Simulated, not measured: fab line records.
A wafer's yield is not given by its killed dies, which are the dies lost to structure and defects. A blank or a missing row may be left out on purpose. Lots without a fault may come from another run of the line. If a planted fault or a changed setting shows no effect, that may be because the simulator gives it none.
Matching of chambers || flow nandHarc || 4 sister chambers for NHARC_A_CHANNEL_FILL_D1_ALD_16 on aldHk-04
The step deposits SiO2, target thk 1.5 nm, pulse time 10 s, ald cycles 15. 8 wafers are shown with their chamber, then 12 later ones without.

## WAFERS, EACH WITH ITS CHAMBER
{"wafer": "L082.5", "chamber": 2, "heaterPowerW (W)": 540, "precursorPulseHeightRel": 0.996}
{"wafer": "L085.1", "chamber": 3, "heaterPowerW (W)": 473, "precursorPulseHeightRel": 1.034}
{"wafer": "L085.6", "chamber": 0, "heaterPowerW (W)": 525, "precursorPulseHeightRel": 1.013}
{"wafer": "L087.2", "chamber": 2, "heaterPowerW (W)": 548, "precursorPulseHeightRel": 0.969}
{"wafer": "L087.3", "chamber": 3, "heaterPowerW (W)": 479, "precursorPulseHeightRel": 0.999}
{"wafer": "L091.2", "chamber": 0, "heaterPowerW (W)": 515, "precursorPulseHeightRel": 1.038}
{"wafer": "L091.3", "chamber": 1, "heaterPowerW (W)": 534, "precursorPulseHeightRel": 1.003}
{"wafer": "L091.6", "chamber": 1, "heaterPowerW (W)": 549, "precursorPulseHeightRel": 1.018}

## WAFERS WITH NO CHAMBER GIVEN
{"wafer": "L093.2", "heaterPowerW (W)": 551, "precursorPulseHeightRel": 1.032}
{"wafer": "L093.3", "heaterPowerW (W)": 494, "precursorPulseHeightRel": 1.004}
{"wafer": "L093.5", "heaterPowerW (W)": 541, "precursorPulseHeightRel": 1.004}
{"wafer": "L095.3", "heaterPowerW (W)": 475, "precursorPulseHeightRel": 0.999}
{"wafer": "L095.5", "heaterPowerW (W)": 551, "precursorPulseHeightRel": 1.020}
{"wafer": "L095.6", "heaterPowerW (W)": 552, "precursorPulseHeightRel": 0.977}
{"wafer": "L096.1", "heaterPowerW (W)": 542, "precursorPulseHeightRel": 1.031}
{"wafer": "L096.3", "heaterPowerW (W)": 520, "precursorPulseHeightRel": 1.009}
{"wafer": "L096.5", "heaterPowerW (W)": 552, "precursorPulseHeightRel": 1.017}
{"wafer": "L097.2", "heaterPowerW (W)": 529, "precursorPulseHeightRel": 1.001}
{"wafer": "L097.3", "heaterPowerW (W)": 517, "precursorPulseHeightRel": 1.003}
{"wafer": "L097.4", "heaterPowerW (W)": 485, "precursorPulseHeightRel": 1.014}

## WHICH CHAMBER EACH WENT THROUGH
{"wafer": "L093.2", "from the rows above": "can't be placed: 1 or 2", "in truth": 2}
{"wafer": "L093.3", "from the rows above": "can't be placed: 3 or 0", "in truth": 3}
{"wafer": "L093.5", "from the rows above": "can't be placed: 1 or 2", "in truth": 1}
{"wafer": "L095.3", "from the rows above": 3, "in truth": 3}
{"wafer": "L095.5", "from the rows above": "can't be placed: 1 or 2", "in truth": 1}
{"wafer": "L095.6", "from the rows above": "can't be placed: 2 or 1", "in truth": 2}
{"wafer": "L096.1", "from the rows above": "can't be placed: 1 or 2 or 0", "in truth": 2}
{"wafer": "L096.3", "from the rows above": 0, "in truth": 0}
{"wafer": "L096.5", "from the rows above": "can't be placed: 1 or 2", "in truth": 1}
{"wafer": "L097.2", "from the rows above": "can't be placed: 1 or 0 or 2", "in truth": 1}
{"wafer": "L097.3", "from the rows above": 0, "in truth": 0}
{"wafer": "L097.4", "from the rows above": 3, "in truth": 3}
Correct placement for 4 of the 12. Can't be placed from these rows: 8 (the true chamber is among the candidates in 8). Placed wrongly: 0.
How it was worked out, from the rows above alone: a wafer's distance from a chamber is the root of the sum, over the readings, of the square of ((its reading less the chamber's mean) divided by the reading's scatter). If the next closest chamber is less than 2 further off than the closest, the wafer can't be placed; otherwise it belongs to the closest. For every chamber, the mean is computed from those of its wafers that are shown. The scatter: take each reading less its chamber's mean, square it, sum over the shown wafers, divide by the number of wafers less the number of chambers, and take the root.
